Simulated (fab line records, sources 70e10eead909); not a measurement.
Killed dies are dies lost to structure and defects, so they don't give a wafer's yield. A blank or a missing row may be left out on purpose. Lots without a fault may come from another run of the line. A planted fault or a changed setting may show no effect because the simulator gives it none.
A struck lot beside a sound one | flow nand_harc | 14 steps out of a route of 1159
Sound: wafers L987.1, L987.3, L987.6. Struck: wafers L990.5, L990.6. (L990.1 of the same lot was not struck and is left out.) The cause comes at the end.
At each step with rows: each side's tool, then ch and its chambers, then its first start. Under that, the readings that differ: sound wafers | struck wafers | difference of the means | sigmas: that difference in standard deviations of wafers without a fault.
alike: readings whose means differ by less than 2 such deviations, and words and numbers that are the same on both sides. not compared: withheld readings, readings that some wafer has no value for, bounds like >300 that may hide the same value, and numbers for which the record gives no deviation and whose values overlap.
The two part at a step that has a row with sigmas, a row that says differs or no value, or rows on one side only. Numbers that don't overlap but have no deviation are shown without sigmas and don't part them. A reading that every wafer of one side lacks parts them only if that side has two wafers or more.

first, 1 step without rows for these wafers: NHARC_A_ONON_D1_DEP_06 (target thk 1000 nm).
NHARC_A_ONON_D1_THK_MEAS_08: measures by ellipsometry.
  sound on film_metro-01, day 11 02:02; struck on film_metro-02, day 11 15:47
  alike: thk_nm
then, 1 step without rows for these wafers: NHARC_A_ONON_D1_DEP_09 (target thk 1000 nm).
NHARC_A_ONON_D1_THK_MEAS_11: measures by ellipsometry.
  sound on film_metro-01, day 11 02:35; struck on film_metro-02, day 11 16:21
  alike: thk_nm
then, 1 step without rows for these wafers: NHARC_A_ONON_D1_DEP_12 (target thk 1000 nm).
NHARC_A_ONON_D1_THK_MEAS_14: measures by ellipsometry.
  sound on film_metro-01, day 11 03:10; struck on film_metro-02, day 11 16:56
  alike: thk_nm
then, 2 steps without rows for these wafers: NHARC_A_ONON_D1_ANNEAL_15 (time 3600 s); NHARC_A_ONON_D1_DEP_16 (target thk 1000 nm).
NHARC_A_ONON_D1_THK_MEAS_18: measures by ellipsometry.
  sound on film_metro-01, day 11 08:57; struck on film_metro-02, day 12 00:03
  reading     | sound          | struck  | difference | sigmas
  thk_nm (nm) | 1013 1013 1016 | 991 992 | -22        | -3
then, 1 step without rows for these wafers: NHARC_A_ONON_D1_DEP_19 (target thk 1000 nm).
NHARC_A_ONON_D1_THK_MEAS_21: measures by ellipsometry.
  sound on film_metro-02, day 11 09:38; struck on film_metro-02, day 12 00:37
  alike: thk_nm
NHARC_A_ONON_D1_DEP_22: target thk 1000 nm.
  sound on pecvd_onon-03 ch 0, day 11 09:42; struck on pecvd_onon-02 ch 0, day 12 00:41
  alike: n2_flow_sccm
NHARC_A_ONON_D1_THK_MEAS_24: measures by ellipsometry.
  sound on film_metro-02, day 11 10:13; struck on film_metro-01, day 12 01:11
  reading     | sound          | struck    | difference | sigmas
  thk_nm (nm) | 1004 1002 1004 | 1024 1024 | +21        | +2
  not compared: hold
-- the record jumps here: 12 days lie between the struck wafers' starts before and after (it left off in module A_ONON_D1 and takes up again in module END, whose first step shown is number 1159 of the route) --
NHARC_END_SORT_01:
  sound on prober-02 ch 0, day 22 02:05; struck on prober-01 ch 0, day 24 05:29
  reading         | sound    | struck                                            | difference                   | sigmas
  hold            | - - -    | await_dispo/3.4h/release await_dispo/3.4h/release | no value on the sound wafers |
  killed_at_array | 23 20 19 | 648 646                                           | +626                         | +57
  killed_dies     | 23 24 21 | 652 650                                           | +628                         | +52
  alike: killed_at_other, killed_at_periphery, killed_open, killed_short

WHERE THEY PART
First at NHARC_A_ONON_D1_THK_MEAS_18; last, within this record, at NHARC_END_SORT_01.

WHY: what the simulator had put in
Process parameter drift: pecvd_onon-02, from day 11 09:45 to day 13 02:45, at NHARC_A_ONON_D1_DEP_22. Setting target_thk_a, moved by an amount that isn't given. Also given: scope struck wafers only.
